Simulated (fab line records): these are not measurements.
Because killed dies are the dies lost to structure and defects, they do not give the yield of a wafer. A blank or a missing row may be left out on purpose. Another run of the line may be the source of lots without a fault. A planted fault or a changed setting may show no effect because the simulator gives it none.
Split-lot trial | flow n5Finfet | 39 wafers read across 7 lots, on a route 1938 steps long

== ABOUT THE SPLIT ==
At N5_DUMMY_GATE_DESCUM_20 (chemistry O2, time 6.2 s), the setting timeS was moved away from the recipe's 6.2 s on 12 of the 39 wafers read, by -44.4% to +47.0%. The other wafers ran this setting at the recipe's value.

The reading is taken at the split's own step.

== THE READING ==
CAR-EUV_of_DUMMY_GATE_COAT_09.thkNm (the simulator's own value, which no gauge read), in nm, at N5_DUMMY_GATE_DESCUM_20 (chemistry O2, time 6.2 s). The file does not state a usual value for it. Across the 27 wafers here that went through the recipe, the average is 26.5 nm and the standard deviation 0.088 nm.

wafer  | tool, chamber at the split | timeS as run, s | against the recipe | CAR-EUV_of_DUMMY_GATE_COAT_09.thkNm, nm | against lot-mates on the recipe
L075.1 | rieDiel-02, 0,1,1          | 6.2             | recipe             | 26.6                                    | -
L075.2 | rieDiel-02, 0,1,1          | 6.2             | recipe             | 26.6                                    | -
L075.6 | rieDiel-02, 0,1,1          | 6.2             | recipe             | 26.6                                    | -
L075.3 | rieDiel-02, 3              | 9.114           | +47.0%             | 25                                      | -1.6
L075.4 | rieDiel-02, 2,0            | 9.114           | +47.0%             | 25.2                                    | -1.4
L075.5 | rieDiel-02, 2,0            | 9.114           | +47.0%             | 25.2                                    | -1.4
L078.1 | rieDiel-04, 0,1,3,2,1,2    | 6.2             | recipe             | 26.4                                    | -
L078.2 | rieDiel-04, 0,1,3,2,1,2    | 6.2             | recipe             | 26.4                                    | -
L078.3 | rieDiel-04, 0,1,3,2,1,2    | 6.2             | recipe             | 26.4                                    | -
L078.4 | rieDiel-04, 0,1,3,2,1,2    | 6.2             | recipe             | 26.4                                    | -
L078.5 | rieDiel-04, 0,1,3,2,1,2    | 6.2             | recipe             | 26.4                                    | -
L078.6 | rieDiel-04, 0,1,3,2,1,2    | 6.2             | recipe             | 26.4                                    | -
L080.3 | rieDiel-02, 0              | 6.2             | recipe             | 26.4                                    | -
L080.5 | rieDiel-02, 0              | 6.2             | recipe             | 26.4                                    | -
L080.4 | rieDiel-02, 2              | 6.2             | recipe             | 26.6                                    | -
L079.1 | rieDiel-02, 3,1,2,0,2,1    | 6.2             | recipe             | 26.4                                    | -
L079.2 | rieDiel-02, 3,1,2,0,2,1    | 6.2             | recipe             | 26.4                                    | -
L079.3 | rieDiel-02, 3,1,2,0,2,1    | 6.2             | recipe             | 26.4                                    | -
L079.4 | rieDiel-02, 3,1,2,0,2,1    | 6.2             | recipe             | 26.4                                    | -
L079.5 | rieDiel-02, 3,1,2,0,2,1    | 6.2             | recipe             | 26.4                                    | -
L079.6 | rieDiel-02, 3,1,2,0,2,1    | 6.2             | recipe             | 26.4                                    | -
L083.1 | rieDiel-04, 3,2            | 7.753           | +25.0%             | 25.8                                    | -0.7
L083.4 | rieDiel-04, 3,2            | 7.753           | +25.0%             | 25.8                                    | -0.7
L083.2 | rieDiel-04, 2,3            | 6.2             | recipe             | 26.6                                    | -
L083.6 | rieDiel-04, 2,3            | 6.2             | recipe             | 26.6                                    | -
L083.3 | rieDiel-04, 1              | 7.753           | +25.0%             | 25.6                                    | -0.9
L083.5 | rieDiel-04, 1              | 6.2             | recipe             | 26.4                                    | -
L089.1 | rieDiel-02, 2,0,3          | 6.2             | recipe             | 26.4                                    | -
L089.2 | rieDiel-02, 2,0,3          | 6.2             | recipe             | 26.4                                    | -
L089.6 | rieDiel-02, 2,0,3          | 6.2             | recipe             | 26.4                                    | -
L089.3 | rieDiel-02, 3              | 8.899           | +43.5%             | 25                                      | -1.4
L089.4 | rieDiel-02, 1,2            | 8.899           | +43.5%             | 25.2                                    | -1.2
L089.5 | rieDiel-02, 1,2            | 8.899           | +43.5%             | 25.2                                    | -1.2
L094.1 | rieDiel-04, 0              | 6.2             | recipe             | 26.4                                    | -
L094.4 | rieDiel-04, 0              | 6.2             | recipe             | 26.4                                    | -
L094.2 | rieDiel-04, 1              | 3.448           | -44.4%             | 28                                      | +1.5
L094.3 | rieDiel-04, 2              | 6.2             | recipe             | 26.6                                    | -
L094.5 | rieDiel-04, 1,2            | 3.448           | -44.4%             | 27.8                                    | +1.3
L094.6 | rieDiel-04, 1,2            | 3.448           | -44.4%             | 27.8                                    | +1.3
Where a row lists several chambers, the file gives one row for several wafers and doesn't say which wafer went through which chamber.

FIT RESULTS
A straight line over all 39 wafers: CAR-EUV_of_DUMMY_GATE_COAT_09.thkNm changes by -0.03 nm for each +1% of timeS; r = -0.99; the points scatter about the line by 0.098 nm.
The same after taking each lot's own level away (the mean of its wafers on the recipe; 39 wafers): -0.0308 nm for each +1%; r = -0.99; scatter 0.075 nm.
Per that fit: largest timeS move, reading shift of 1.4 nm.
The span of the lots' own levels, 26.40 to 26.60 nm, comes to 2.3 times the standard deviation stated above.
Consequently the slope shifts little with the lot-to-lot level, the two slopes agreeing.
Check: with one of the wafers moved furthest among these (+47.0%) left out of the fit, the line predicts -1.42 nm for it against its lot-mates. It came out at -1.6 nm against them.

== ADDITIONAL SPLITS CARRIED BY THESE WAFERS ==
Before the reading, these wafers also passed through other splits. Each is held against what the fit with the lots' levels taken away leaves over:
other split on the same wafers | wafers away from the commonest value | r with CAR-EUV_of_DUMMY_GATE_COAT_09.thkNm (lot level and that fit taken away)
N5_FIN_SAQP_DESCUM_21 timeS    | 15                                   | -0.08

== THE FILE'S OWN FIT ==
CAR-EUV_of_DUMMY_GATE_COAT_09.thkNm changes by -0.0308 nm for each +1% of timeS, r = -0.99.
